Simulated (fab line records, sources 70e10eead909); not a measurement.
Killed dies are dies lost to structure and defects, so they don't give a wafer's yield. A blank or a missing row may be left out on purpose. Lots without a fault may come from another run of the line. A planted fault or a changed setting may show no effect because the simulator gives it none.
fab line records | flow nand_harc
record lots=13 wafers=38 last_day=34
route steps=1302 shown P_BONDPAD@365 A_ZERO_WELL@405
lots that met no fault: from a run of the same line without faults
start_h: hours from the record's first day to the start of the lot's first wafer shown | wait_h: hours since the lot's step before | " the same as in the row above | L1.1+2: a row that stands for several wafers | - no value, or no start given | * or withheld: withheld | < > ~ a bound
route shown NAME@n: a module of which the file shows steps, and the number in the route of the first | usual: mean/standard deviation of fault-free wafers | same: alike in all rows | chamber/n: place in a boat | sites: the reading at each site | _std_site: their standard deviation | _edge_site: outer sites' mean less inner sites' | radius_mm: how far each site lies from the wafer's centre | mask NAME#n: copy n | behind: the tool/chamber that last shaped the wafer | hold: why the lot was held/for how many hours/how that ended | device: the transistor (n, p or np) that didn't switch | end of line: the same wafers' tests at the end of the route | a step without rows: its recipe alone | killed: dies lost to structure and defects at the first sort, not the wafer's yield | map: a wafer's dies, x killed, . not, _ none there
set.NAME: the setting as run; set.NAME@STEP: as run at that earlier step | model.NAME: the simulator's own value behind a step, which no gauge read
steps of the route over a sample of lots; a table a step, a row a wafer
services: from which hour (start_h, from the record's first day; less than 0 if before it) a tool's chamber was out of use, for how many hours, and why
## steps
# step NHARC_P_BONDPAD_OVL_MEAS_38
# usual overlay_x_nm=2/5.5 overlay_y_nm=-2/6.9
# columns lot.wafer tool chamber start_h wait_h overlay_x_nm overlay_y_nm
L503.1 overlay-01 - 130.41 - 3 8
L503.2 " - " " 3 7
L503.4 " - " " 4 7
L505.1 overlay-01 - 147.70 - -1 2
L505.2 " - " " -1 2
L505.4 " - " " -1 2
L504.1 overlay-01 - 148.52 - -4 -12
L504.2 " - " " -4 -12
L504.5 " - " " -4 -13
L515.1 overlay-02 - 253.89 - 9 2
L515.3 " - " " 9 2
L515.4 " - " " 9 2
L516.2 overlay-01 - 260.84 - 6 -4
L516.5 " - " " 7 -4
L518.1 overlay-02 - 277.77 - 1 6
L518.2 " - " " 1 6
L518.4 " - " " 1 6
L517.2 overlay-01 - 277.93 - -6 6
L517.4 " - " " -6 6
L517.5 " - " " -6 6
L520.2 overlay-01 - 310.82 - 14 -3
L520.3 " - " " 13 -2
L520.6 " - " " 13 -3
L521.2 overlay-01 - 314.47 - 0 -15
L521.3 " - " " 0 -16
L521.5 " - " " 0 -16
L522.2 overlay-01 - 327.82 - 8 -3
L522.3 " - " " 9 -4
L522.6 " - " " 9 -3
L523.1 overlay-01 - 332.94 - 2 5
L523.3 " - " " 2 5
L523.4 " - " " 2 5
L525.2 overlay-02 - 353.28 - 1 -1
L525.4 " - " " 1 -1
L525.6 " - " " 1 -1
L526.1 overlay-02 - 370.70 - -4 -6
L526.3 " - " " -4 -6
L526.5 " - " " -4 -6
# step NHARC_P_BONDPAD_ACTIVATE_29
# recipe time_s=60 n2_flow_sccm=200 ar_flow_sccm=0 bias_power_w=0 chemistry=N2
# usual drypump_motor_current_A=5.8/0.46 oes_product_au=0.999/0.0083 rf_vpp_V=64.3/0.79 showerhead_plenum_p_Torr=1.79/0.076
# same bias_power_w=0
# columns lot.wafer tool chamber start_h wait_h drypump_motor_current_A oes_product_au rf_hours_counter_h rf_vpp_V showerhead_plenum_p_Torr
L503.2 rie_diel-05 0 133.17 0.1 5.9 0.983 4.3 64.4 1.79
L503.4 " 1 " " 5.1 1.006 4.1 65.4 1.90
L503.1 " 3 " " 6.2 0.994 3.6 65.0 1.88
L505.4 rie_diel-03 1 150.46 0.1 5.3 1.006 0.9 63.0 1.71
L505.1 " 2 " " 5.7 1.009 0.9 64.1 1.70
L505.2 " 3 " " 6.1 0.999 1.1 64.8 1.77
L504.2 rie_diel-05 0 151.31 0.1 5.9 1.002 5.0 63.6 1.78
L504.1 " 1 " " 5.1 1.010 5.2 65.8 1.90
L504.5 " 2 " " 5.7 1.003 - 65.0 1.90
L515.3 rie_diel-05 2 256.66 0.1 5.7 1.001 1.5 64.0 1.90
L515.1 " 0 " " 5.9 1.023 1.4 62.8 1.78
L515.4 " 1 " " 5.1 1.003 1.3 64.3 1.90
L516.2 rie_diel-13 2 263.57 0.1 5.5 0.986 4.6 64.2 1.68
L516.5 " 3 " " 6.5 1.006 - 63.3 1.73
L518.4 rie_diel-05 3 280.50 0.1 6.2 1.000 2.4 64.1 1.87
L518.2 " 0 " " 5.9 1.006 2.2 64.4 1.78
L518.1 " 1 " " 5.1 0.991 2.4 65.6 1.90
L517.4 rie_diel-13 2 280.71 0.1 5.5 0.992 5.6 63.5 1.68
L517.2 " 3 " " 6.5 1.009 5.8 64.1 1.73
L517.5 " 0 " " 6.2 1.008 - 65.2 1.86
L520.3 rie_diel-05 3 313.60 0.1 6.2 1.004 4.1 64.9 1.87
L520.2 " 0 " " 5.9 1.014 3.4 64.5 1.78
L520.6 " 3 " " 6.1 0.999 - 64.6 1.87
L521.2 rie_diel-13 0 317.32 0.1 6.2 0.993 8.2 63.9 1.86
L521.3 " 1 " " 6.2 0.990 8.1 63.7 1.78
L521.5 " 3 " " 6.5 1.004 - 64.8 1.72
L522.3 rie_diel-03 3 330.59 0.1 6.1 0.989 1.6 64.1 1.77
L522.2 " 1 " " 5.3 0.992 1.5 64.1 1.71
L522.6 " 0 " " 4.9 1.005 - 62.9 1.74
L523.4 rie_diel-03 3 335.70 0.1 6.1 0.988 1.7 64.3 1.77
L523.3 " 0 " " 4.9 1.004 1.7 64.7 1.74
L523.1 " 1 " " 5.4 0.992 1.6 63.4 1.71
L525.4 rie_diel-05 0 356.07 0.1 5.9 1.010 6.0 64.8 1.78
L525.2 " 2 " " 5.7 1.002 6.7 62.6 1.90
L525.6 " 1 " " 5.1 1.005 - 64.5 1.89
L526.3 rie_diel-05 0 373.49 0.1 5.9 1.008 6.8 63.9 1.78
L526.1 " 3 " " 6.2 0.991 7.8 65.4 1.87
L526.5 " 0 " " 5.9 0.998 - 64.3 1.78
# step NHARC_A_ZERO_WELL_ETCH_13
# recipe target_depth_a=1200 time_s=40.1 hbr_flow_sccm=150 cl2_flow_sccm=50 rf_w=400 icp_w=400 bias_w=100 chemistry=HBr/Cl2
# usual drypump_motor_current_A=5.7/0.47 oes_product_au=0.997/0.0099 throttle_valve_pct=26.405/0.0096
# columns lot.wafer tool chamber start_h wait_h drypump_motor_current_A oes_product_au rf_hours_counter_h throttle_valve_pct
L503.2 rie_si-06 1 134.80 - 5.2 0.987 0.4 26.409
L503.1 " 2 " " 5.7 0.997 0.3 26.407
L503.4 " 2 " " 5.7 0.999 - 26.399
L505.2 rie_si-05 0 152.07 - 5.3 1.007 0.1 26.401
L505.1 " 1 " " 5.5 0.988 0.1 26.395
L505.4 " 2 " " 5.9 0.983 0.1 26.398
L504.2 rie_si-06 2 152.89 - 5.6 0.998 0.4 26.398
L504.1 " 0 " " 6.2 1.010 0.3 26.422
L504.5 " 3 " " 5.4 0.991 - 26.410
L515.3 rie_si-06 0 258.26 - 6.2 0.989 0.0 26.408
L515.1 " 1 " " 5.2 0.893 0.0 26.407
L515.4 " 3 " " 5.4 1.001 - 26.386
L516.2 rie_si-06 1 265.21 - 5.2 0.892 0.1 26.386
L516.5 " 0 " " 6.2 1.006 - 26.396
L518.2 rie_si-03 0 282.11 - 6.3 1.002 0.4 26.390
L518.1 " 1 " " 5.1 1.000 0.3 26.407
L518.4 " 2 " " 6.6 1.007 0.2 26.426
L517.2 rie_si-05 3 282.29 - 5.3 1.003 1.0 26.408
L517.4 " 1 " " 5.5 0.988 1.2 26.417
L517.5 " 0 " " 5.4 1.004 - 26.403
L520.2 rie_si-03 0 315.24 - 6.3 1.002 0.5 26.399
L520.3 " 1 " " 5.1 0.979 0.5 26.413
L520.6 " 0 " " 6.3 1.002 - 26.411
L521.3 rie_si-06 2 318.90 - 5.6 1.007 0.2 26.410
L521.2 " 0 " " 6.2 1.000 0.5 26.388
L521.5 " 3 " " 5.4 1.006 - 26.398
L522.2 rie_si-03 2 332.21 - 6.6 1.010 0.5 26.411
L522.3 " 3 " " 5.7 0.993 0.6 26.410
L522.6 " 1 " " 5.1 0.986 - 26.398
L523.3 rie_si-06 2 337.16 - 5.6 0.989 0.3 26.406
L523.4 " 3 " " 5.4 0.996 0.6 26.401
L523.1 " 1 " " 5.2 1.001 0.5 26.415
L525.2 rie_si-03 2 357.57 - 6.6 0.999 0.8 26.394
L525.4 " 0 " " 6.3 0.997 0.9 26.430
L525.6 " 1 " " 5.1 0.986 - 26.416
L526.1 rie_si-03 2 375.34 - 6.6 0.998 0.9 26.409
L526.3 " 1 " " 5.1 1.002 1.0 26.419
L526.5 " 3 " " 5.8 0.987 - 26.397
# step NHARC_A_ZERO_WELL_RTA_16
# recipe temp_c=1000 time_s=10
# usual lamp_power_pct=30.0/1.2 lamp_zone_1_pct=30.0/1.2 lamp_zone_3_pct=30.0/1.2 wafer_temp_C_max=1004.5/1.5
# columns lot.wafer tool chamber start_h wait_h lamp_power_pct lamp_zone_1_pct lamp_zone_3_pct wafer_temp_C_max
L503.1 rtp_anneal-02 0 135.71 - 28.8 28.8 28.8 1005.3
L503.2 " 0 " " 28.7 28.8 28.8 1008.0
L503.4 " 0 " " 28.8 28.7 28.8 1004.6
L505.1 rtp_anneal-01 0 152.97 - 31.2 31.2 31.2 1003.1
L505.2 " 0 " " 31.2 31.2 31.2 1003.5
L505.4 " 0 " " 31.2 31.2 31.2 1002.1
L504.1 rtp_anneal-01 0 153.79 - 31.3 31.2 31.2 1003.0
L504.2 " 0 " " 31.3 31.3 31.2 1003.4
L504.5 " 0 " " 31.2 31.2 31.2 1005.1
L515.1 rtp_anneal-02 0 259.19 - 28.8 28.8 28.8 1005.0
L515.3 " 0 " " 28.8 28.8 28.7 1005.7
L515.4 " 0 " " 28.8 28.7 28.8 1005.8
L516.2 rtp_anneal-01 0 266.12 - 31.2 31.2 31.3 1004.1
L516.5 " 0 " " 31.2 31.3 31.2 1003.9
L518.1 rtp_anneal-01 0 283.00 - 31.2 31.3 31.2 1003.9
L518.2 " 0 " " 31.2 31.2 31.2 1002.9
L518.4 " 0 " " 31.3 31.2 31.2 1003.9
L517.2 rtp_anneal-02 0 283.22 - 28.8 28.8 28.8 1004.4
L517.4 " 0 " " 28.7 28.7 28.8 1006.6
L517.5 " 0 " " 28.8 28.8 28.8 1004.9
L520.2 rtp_anneal-01 0 316.17 - 31.3 31.2 31.3 1003.7
L520.3 " 0 " " 31.3 31.2 31.2 1002.6
L520.6 " 0 " " 31.3 31.2 31.3 1002.5
L521.2 rtp_anneal-02 0 319.84 - 28.8 28.8 28.8 1006.9
L521.3 " 0 " " 28.8 28.8 28.8 1005.9
L521.5 " 0 " " 28.8 28.8 28.8 1005.9
L522.2 rtp_anneal-01 0 333.12 - 31.2 31.2 31.2 1003.9
L522.3 " 0 " " 31.2 31.2 31.2 1003.5
L522.6 " 0 " " 31.2 31.2 31.2 1002.0
L523.1 rtp_anneal-01 0 338.06 - 31.2 31.2 31.2 1002.6
L523.3 " 0 " " 31.1 31.2 31.3 1003.0
L523.4 " 0 " " 31.2 31.2 31.2 1003.4
L525.2 rtp_anneal-02 0 358.49 - 28.8 28.9 28.8 1006.9
L525.4 " 0 " " 28.8 28.8 28.8 1004.9
L525.6 " 0 " " 28.8 28.7 28.8 1006.2
L526.1 rtp_anneal-02 0 376.24 - 28.8 28.8 28.7 1006.8
L526.3 " 0 " " 28.8 28.7 28.7 1004.8
L526.5 " 0 " " 28.7 28.7 28.8 1005.3
## services
# columns tool chamber start_h hours kind
rie_diel-05 0 110.60 - clean
rie_diel-05 1 110.60 - clean
rie_diel-13 3 118.20 9.7 repair
rie_si-06 0 123.25 12.3 repair
rie_si-05 - 128.00 9.0 pm
rie_si-03 - 145.94 0.2 repair
rie_diel-13 - 165.00 9.0 pm
rie_si-03 1 176.16 4.7 repair
rie_si-06 - 186.32 1.7 repair
rie_diel-05 3 203.81 5.2 repair
rie_si-05 2 216.01 11.0 repair
rie_si-03 - 221.00 9.0 pm
rie_diel-05 - 230.28 9.0 pm
rie_si-05 2 232.31 6.9 repair
rie_si-06 - 249.00 9.0 pm
rie_diel-03 - 281.37 9.0 pm
rie_si-05 - 293.18 0.2 repair
rie_diel-03 1 293.91 5.2 repair
rie_si-05 - 305.00 9.0 pm
rie_diel-13 3 333.51 26.8 repair
rie_diel-13 - 342.00 9.0 pm
rie_diel-03 - 342.98 0.5 repair
rie_si-03 3 359.22 8.1 repair
rtp_anneal-01 - 372.00 12.0 pm
## key
first_sign step=NHARC_A_ZERO_WELL_ETCH_13 reading=oes_product_au direction=down sigmas=11 usual=0.997 struck=0.893
effect none on later readings
met_at NHARC_A_ZERO_WELL_ETCH_13
struck_lots L515,L516
struck_wafers L515.1,L516.2
tester_left_out L515,L516
not_acting_at NHARC_P_BONDPAD_OVL_MEAS_38,NHARC_P_BONDPAD_ACTIVATE_29,NHARC_A_ZERO_WELL_RTA_16
onset_between 152.89 258.26
fault kind=process_parameter_drift tool=rie_si-06 chamber=- onset_h=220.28 steps=NHARC_A_ZERO_WELL_ETCH_13 channel=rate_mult offset=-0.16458 shape=step end_h=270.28 scope=struck_wafers_only
# tester_left_out: of these lots the tester's yield and bins aren't shown, on N5 and GAA mostly nor the transistor test; their killed dies are dies lost to structure and defects alone, not to doping, threshold or leakage, so they don't give the yield
